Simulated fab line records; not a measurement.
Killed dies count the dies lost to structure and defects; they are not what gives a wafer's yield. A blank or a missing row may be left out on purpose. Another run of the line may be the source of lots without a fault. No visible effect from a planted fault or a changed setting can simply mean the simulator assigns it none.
Which of the tools did it? :: flow n5_finfet :: 9 lots, 27 wafers sampled, at 5 steps of a route of 1938

## WHAT EACH GAUGE READ, for each wafer
N5_BEOL_M4_RC_MEAS_101.
lot: L704
measured: day 9 02:06
on: prober-02
DIBL_N (mV/V): 34.1 33.4 34.4

lot: L705
measured: day 9 08:19
on: prober-01
DIBL_N (mV/V): 37.3 35.1 38.7

lot: L709
measured: day 10 09:09
on: prober-01
DIBL_N (mV/V): 37.4 37.9 38.0

lot: L710
measured: day 10 15:32
on: prober-02
DIBL_N (mV/V): 35.5 36.2 35.2

lot: L711
measured: day 10 11:12
on: prober-02
DIBL_N (mV/V): 35.7 37.4 37.4

lot: L721
measured: day 13 15:25
on: prober-01
DIBL_N (mV/V): 33.7 33.9 34.0

lot: L723
measured: day 14 01:19
on: prober-02
DIBL_N (mV/V): 37.1 36.4 36.6

lot: L724
measured: day 14 04:28
on: prober-02
DIBL_N (mV/V): 34.8 35.1 36.2

lot: L725
measured: day 15 00:24
on: prober-02
DIBL_N (mV/V): 35.8 35.0 35.3

## TOOL THAT RAN EACH LOT (tool first, then ch and the chambers of the sampled wafers, then the start)
lot: L704
N5_ILD0_CMP_12: cmp-01 ch 0,1,2, day 4 04:25
N5_SDB_HM_DEP_00: pecvd-02 ch 0,1,2, day 4 04:44
N5_SDB_ALD_29: ald_sin-04 ch 1,2,3, day 4 06:09
N5_DUMMY_REMOVAL_HM_STRIP_01: rie_diel-02 ch 1,2,3, day 4 09:20

lot: L705
N5_ILD0_CMP_12: cmp-03 ch 0,2,3, day 4 14:59
N5_SDB_HM_DEP_00: pecvd-01 ch 0,1,2, day 4 15:20
N5_SDB_ALD_29: ald_sin-04 ch 0,2,3, day 4 16:33
N5_DUMMY_REMOVAL_HM_STRIP_01: rie_diel-01 ch 0,2,3, day 4 19:38

lot: L709
N5_ILD0_CMP_12: cmp-01 ch 0,1, day 5 14:32
N5_SDB_HM_DEP_00: pecvd-01 ch 1,2, day 5 14:52
N5_SDB_ALD_29: ald_sin-04 ch 1,3, day 5 16:11
N5_DUMMY_REMOVAL_HM_STRIP_01: rie_diel-01 ch 0,2,3, day 5 19:17

lot: L710
N5_ILD0_CMP_12: cmp-01 ch 1,2, day 5 21:09
N5_SDB_HM_DEP_00: pecvd-03 ch 0,1,2, day 5 21:28
N5_SDB_ALD_29: ald_sin-01 ch 1,2, day 6 01:07
N5_DUMMY_REMOVAL_HM_STRIP_01: rie_diel-04 ch 0,2,3, day 6 04:12

lot: L711
N5_ILD0_CMP_12: cmp-02 ch 0,1,2, day 5 21:25
N5_SDB_HM_DEP_00: pecvd-03 ch 1,2, day 5 21:47
N5_SDB_ALD_29: ald_sin-04 ch 1,2, day 6 02:25
N5_DUMMY_REMOVAL_HM_STRIP_01: rie_diel-04 ch 0,1,2, day 6 05:30

lot: L721
N5_ILD0_CMP_12: cmp-03 ch 0,1,3, day 8 16:58
N5_SDB_HM_DEP_00: pecvd-01 ch 0,1,2, day 8 17:15
N5_SDB_ALD_29: ald_sin-04 ch 0,2,3, day 8 18:35
N5_DUMMY_REMOVAL_HM_STRIP_01: rie_diel-01 ch 0,1,2, day 8 21:40

lot: L723
N5_ILD0_CMP_12: cmp-01 ch 2,3, day 9 03:53
N5_SDB_HM_DEP_00: pecvd-01 ch 1,2, day 9 04:14
N5_SDB_ALD_29: ald_sin-04 ch 1,2,3, day 9 05:30
N5_DUMMY_REMOVAL_HM_STRIP_01: rie_diel-04 ch 0,3, day 9 08:48

lot: L724
N5_ILD0_CMP_12: cmp-01 ch 1,2,3, day 9 07:10
N5_SDB_HM_DEP_00: pecvd-03 ch 0,1, day 9 07:32
N5_SDB_ALD_29: ald_sin-01 ch 0,1,3, day 9 08:59
N5_DUMMY_REMOVAL_HM_STRIP_01: rie_diel-04 ch 0,1,2, day 9 12:05

lot: L725
N5_ILD0_CMP_12: cmp-03 ch 0,1,3, day 9 13:38
N5_SDB_HM_DEP_00: pecvd-01 ch 0,1, day 9 13:59
N5_SDB_ALD_29: ald_sin-04 ch 0,1,2, day 9 15:37
N5_DUMMY_REMOVAL_HM_STRIP_01: rie_diel-01 ch 1,2,3, day 9 18:47
- N5_ILD0_CMP_12: polishes SiNx, stops on poly-Si, t overpolish 6 s, target thk 17.67 nm.
- N5_SDB_HM_DEP_00: deposits SiNx from SiH4/NH3/N2, target thk 40 nm, time 35.3 s.
- N5_SDB_ALD_29: deposits SiNx, target thk 30 nm, pulse time 1 s, ald cycles 600.
- N5_DUMMY_REMOVAL_HM_STRIP_01: strips SiNx in CH3F/O2, stops on poly-Si, target depth 4 nm, time 6.8 s.

## THE ANSWER, worked out from the rows above alone
Rule: usual is defined by the lots themselves. The widest of any qualifying gaps counts: lots, ordered by their means at a reading, are off when they make up no more than a third of the lots, leave a main group of 4 or more, and stand apart from it by 3 or more times the standard deviation of that group's means. The tables above print the reading to a certain number of digits; a main group whose means all agree to those digits is not used. Also off: a lot with no number at a reading for which 4 or more lots have one. All remaining lots with rows at the step are treated as sound.
Nothing can be told from this: no lot is off at any reading shown.

## WHAT HAD BEEN PUT IN BY THE SIMULATOR
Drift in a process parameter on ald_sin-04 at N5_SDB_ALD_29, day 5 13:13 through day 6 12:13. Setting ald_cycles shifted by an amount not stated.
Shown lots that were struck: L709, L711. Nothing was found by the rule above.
